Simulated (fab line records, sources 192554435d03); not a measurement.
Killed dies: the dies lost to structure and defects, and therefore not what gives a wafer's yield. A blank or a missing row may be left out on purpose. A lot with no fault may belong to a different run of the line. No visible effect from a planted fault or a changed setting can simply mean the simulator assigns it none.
Check of tool commonality    flow n5-finfet    20 wafers sampled across 7 lots

## REASON IT WAS OPENED
On 1 of the 7 lots, a flag is raised at N5_BEOL_M13_OCD_MEAS_35 on the reading trench-depth-nm. Wafers without a fault read 413 nm, standard deviation 7.
Rule: a lot gets a flag if all its wafers with a number sit over 4 standard deviations from that mean, or if no wafer of it has a number. The rest of the lots are taken to be sound.

lot   measured      on      trench-depth-nm (nm), wafer by wafer  flag
L958  day 11 15:43  ocd-02  425 406 406                           
L960  day 12 02:43  ocd-01  413 417 413                           
L968  day 13 18:25  ocd-01  408 416 407                           
L970  day 15 00:24  ocd-01  424 408 406                           
L973  day 15 06:08  ocd-01  411 409 424                           
L979  day 17 03:40  ocd-02  576 563                               FLAGGED
L981  day 17 10:25  ocd-01  404 408 413                           
On average the flagged lots' numbers are 570 nm, which is +156 nm against the usual, or +22 standard deviations.

## WHICH TOOL RAN EACH LOT
The record holds 2 process steps before the reading, out of a route of 1938 steps. Each cell gives the tool, then ch followed by the chambers the sampled wafers passed through, then the start.
lot   flag     N5_BEOL_M13_STRIP_64                  N5_BEOL_M13_TRENCH_ETCH_34
L958           plasma-asher-01 ch 0,1, day 11 14:27  rie-diel-02 ch 0,3, day 11 15:32
L960           plasma-asher-02 ch 0, day 12 01:25    rie-diel-02 ch 1,2, day 12 02:33
L968           plasma-asher-02 ch 0, day 13 17:16    rie-diel-02 ch 1,3, day 13 18:14
L970           plasma-asher-02 ch 0,1, day 14 23:16  rie-diel-02 ch 0,2,3, day 15 00:14
L973           plasma-asher-01 ch 0,1, day 15 04:59  rie-diel-02 ch 0,1, day 15 05:57
L979  FLAGGED  plasma-asher-01 ch 0, day 17 02:32    rie-diel-02 ch 1,2, day 17 03:29
L981           plasma-asher-02 ch 0,1, day 17 08:44  rie-diel-04 ch 0,2,3, day 17 10:14
What the steps here do:
- N5_BEOL_M13_STRIP_64: strips in N2/H2.
- N5_BEOL_M13_TRENCH_ETCH_34: etches SiOC in C4F8/O2/Ar, target depth 413.47 nm, time 162.6 s.
- N5_BEOL_M13_OCD_MEAS_35

## FLAGGED AGAINST TOTAL, ONE TOOL AT A TIME (gauges that did the reading follow at the end)
step                        tool             lots run  flagged  share of the flagged lots  sound lots run after its first flagged lot
N5_BEOL_M13_STRIP_64        plasma-asher-01  3         1        all                        0
N5_BEOL_M13_STRIP_64        plasma-asher-02  4         0        none                       -
N5_BEOL_M13_TRENCH_ETCH_34  rie-diel-02      6         1        all                        0
N5_BEOL_M13_TRENCH_ETCH_34  rie-diel-04      1         0        none                       -
N5_BEOL_M13_OCD_MEAS_35     ocd-01           5         0        none                       -
N5_BEOL_M13_OCD_MEAS_35     ocd-02           2         1        all                        0

## WHAT IS ALLOWED BY THE TABLE
plasma-asher-01 at N5_BEOL_M13_STRIP_64, rie-diel-02 at N5_BEOL_M13_TRENCH_ETCH_34 and ocd-02 at N5_BEOL_M13_OCD_MEAS_35: these 3 rows of the table ran every flagged lot.
- plasma-asher-01 at N5_BEOL_M13_STRIP_64: 1 of its 3 lots flagged. Last sound lot L973 at day 15 04:59, first flagged lot L979 at day 17 02:32; a fault beginning in between fits.
- rie-diel-02 at N5_BEOL_M13_TRENCH_ETCH_34: 1 of its 6 lots flagged. Last sound lot L973 at day 15 05:57, first flagged lot L979 at day 17 03:29; a fault beginning in between fits.
- ocd-02 at N5_BEOL_M13_OCD_MEAS_35: 1 of its 2 lots flagged. Last sound lot L958 at day 11 15:43, first flagged lot L979 at day 17 03:40; a fault beginning in between fits.
Counting lots can't tell these 3 tools apart, because each fits a fault that began at some hour. More lots, or a look at what each step does to the wafer, might.

## WHAT THE SIMULATOR HAD PUT IN
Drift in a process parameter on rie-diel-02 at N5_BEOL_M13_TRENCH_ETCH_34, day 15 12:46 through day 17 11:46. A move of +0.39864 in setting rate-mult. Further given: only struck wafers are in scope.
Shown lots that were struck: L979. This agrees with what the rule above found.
